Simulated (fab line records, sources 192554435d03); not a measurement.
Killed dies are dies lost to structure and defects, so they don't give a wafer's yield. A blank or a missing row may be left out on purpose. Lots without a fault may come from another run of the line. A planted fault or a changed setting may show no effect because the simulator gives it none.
Split-lot experiment | flow n5_finfet | 7 lots, 39 wafers read, on a route of 1938 steps

THE SPLIT
At N5_BEOL_M12_DEP_53 (deposits SiCN from 3MS/NH3, target thk 30 nm, time 10.5 s), the setting target_thk_a was moved away from the recipe's 300 angstrom on 15 of the 39 wafers read, by -41.3% to +53.6%. The other wafers ran this setting at the recipe's value.

The reading is taken at the split's own step.

THE READING
SiCN_of_BEOL_M12_DEP_53.thk_nm (the simulator's own value, which no gauge read), in nm, at N5_BEOL_M12_DEP_53 (deposits SiCN from 3MS/NH3, target thk 30 nm, time 10.5 s). The file gives no usual value for it. The 24 wafers here that ran the recipe average 30.2 nm, standard deviation 0.4 nm.

wafer  | tool, chamber at the split | target_thk_a as run, angstrom | against the recipe | SiCN_of_BEOL_M12_DEP_53.thk_nm, nm | against lot-mates on the recipe
L076.1 | pecvd-02, 0                | 237.3                         | -20.9%             | 23.8                               | -6.4
L076.2 | pecvd-02, 1                | 300                           | recipe             | 30                                 | -
L076.3 | pecvd-02, 2                | 300                           | recipe             | 30.2                               | -
L076.4 | pecvd-02, 0                | 300                           | recipe             | 30.4                               | -
L076.5 | pecvd-02, 2,1              | 237.3                         | -20.9%             | 24.2                               | -6.0
L076.6 | pecvd-02, 2,1              | 237.3                         | -20.9%             | 24.2                               | -6.0
L080.2 | pecvd-04, 0                | 300                           | recipe             | 29.8                               | -
L080.4 | pecvd-04, 1                | 300                           | recipe             | 30.2                               | -
L080.6 | pecvd-04, 0                | 300                           | recipe             | 30.4                               | -
L084.1 | pecvd-01, 2                | 432.1                         | +44.0%             | 42.4                               | +12.3
L084.2 | pecvd-01, 0,1              | 432.1                         | +44.0%             | 43.4                               | +13.3
L084.4 | pecvd-01, 0,1              | 432.1                         | +44.0%             | 43.4                               | +13.3
L084.3 | pecvd-01, 1                | 300                           | recipe             | 29.4                               | -
L084.5 | pecvd-01, 2                | 300                           | recipe             | 30.4                               | -
L084.6 | pecvd-01, 0                | 300                           | recipe             | 30.6                               | -
L088.1 | pecvd-01, 1,2              | 460.9                         | +53.6%             | 45.4                               | +15.3
L088.3 | pecvd-01, 1,2              | 460.9                         | +53.6%             | 45.4                               | +15.3
L088.2 | pecvd-01, 0                | 460.9                         | +53.6%             | 46                                 | +15.9
L088.4 | pecvd-01, 2                | 300                           | recipe             | 29.8                               | -
L088.5 | pecvd-01, 0                | 300                           | recipe             | 30.4                               | -
L088.6 | pecvd-01, 1                | 300                           | recipe             | 30.2                               | -
L087.1 | pecvd-04, 2,1,2            | 200                           | -33.3%             | 20                                 | -9.9
L087.3 | pecvd-04, 2,1,2            | 200                           | -33.3%             | 20                                 | -9.9
L087.5 | pecvd-04, 2,1,2            | 200                           | -33.3%             | 20                                 | -9.9
L087.2 | pecvd-04, 1                | 300                           | recipe             | 29.2                               | -
L087.4 | pecvd-04, 2                | 300                           | recipe             | 30.4                               | -
L087.6 | pecvd-04, 1                | 300                           | recipe             | 30.2                               | -
L091.1 | pecvd-04, 0                | 176                           | -41.3%             | 18                                 | -12.5
L091.2 | pecvd-04, 2                | 300                           | recipe             | 30.2                               | -
L091.3 | pecvd-04, 1                | 176                           | -41.3%             | 17.6                               | -12.9
L091.4 | pecvd-04, 2,1              | 300                           | recipe             | 30.6                               | -
L091.6 | pecvd-04, 2,1              | 300                           | recipe             | 30.6                               | -
L091.5 | pecvd-04, 0                | 176                           | -41.3%             | 17.8                               | -12.7
L093.1 | pecvd-02, 1                | 300                           | recipe             | 30.2                               | -
L093.2 | pecvd-02, 0                | 300                           | recipe             | 30                                 | -
L093.3 | pecvd-02, 2,0,1            | 300                           | recipe             | 30.4                               | -
L093.4 | pecvd-02, 2,0,1            | 300                           | recipe             | 30.4                               | -
L093.6 | pecvd-02, 2,0,1            | 300                           | recipe             | 30.4                               | -
L093.5 | pecvd-02, 2                | 300                           | recipe             | 31.2                               | -
Where a row lists several chambers, the file gives one row for several wafers and doesn't say which wafer went through which chamber.

THE FIT
A straight line over all 39 wafers: SiCN_of_BEOL_M12_DEP_53.thk_nm changes by +0.294 nm for each +1% of target_thk_a; r = +1.00; the points scatter about the line by 0.4 nm.
The same after taking each lot's own level away (the mean of its wafers on the recipe; 39 wafers): +0.295 nm for each +1%; r = +1.00; scatter 0.37 nm.
On that fit, the largest move of target_thk_a shifts the reading by 16 nm.
The lots' own levels span 29.93 to 30.47 nm, that is 1.3 times the standard deviation above.
So the lot-to-lot level changes the slope little: the two slopes agree.
Check: with one of the wafers moved furthest among these (+53.6%) left out of the fit, the line predicts +15.8 nm for it against its lot-mates. It came out at +15.3 nm against them.

OTHER SPLITS ON THESE WAFERS
These wafers also went through other splits before the reading. Each is held against what the fit with the lots' levels taken away leaves over:
other split on the same wafers          | wafers away from the commonest value | r with SiCN_of_BEOL_M12_DEP_53.thk_nm (lot level and that fit taken away)
N5_HKMG_FIN_DEVELOP_48 develop_time_s   | 15                                   | -0.07
N5_MOL_CONTACT_COAG_ETCHBACK_135 time_s | 15                                   | +0.07
N5_BEOL_M0_SAQP_ETCH_107 target_depth_a | 12                                   | +0.03
N5_BEOL_M1_TRENCH_ETCH_37 time_s        | 15                                   | +0.42

THE FILE'S OWN FIT
SiCN_of_BEOL_M12_DEP_53.thk_nm changes by +0.295 nm for each +1% of target_thk_a, r = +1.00.
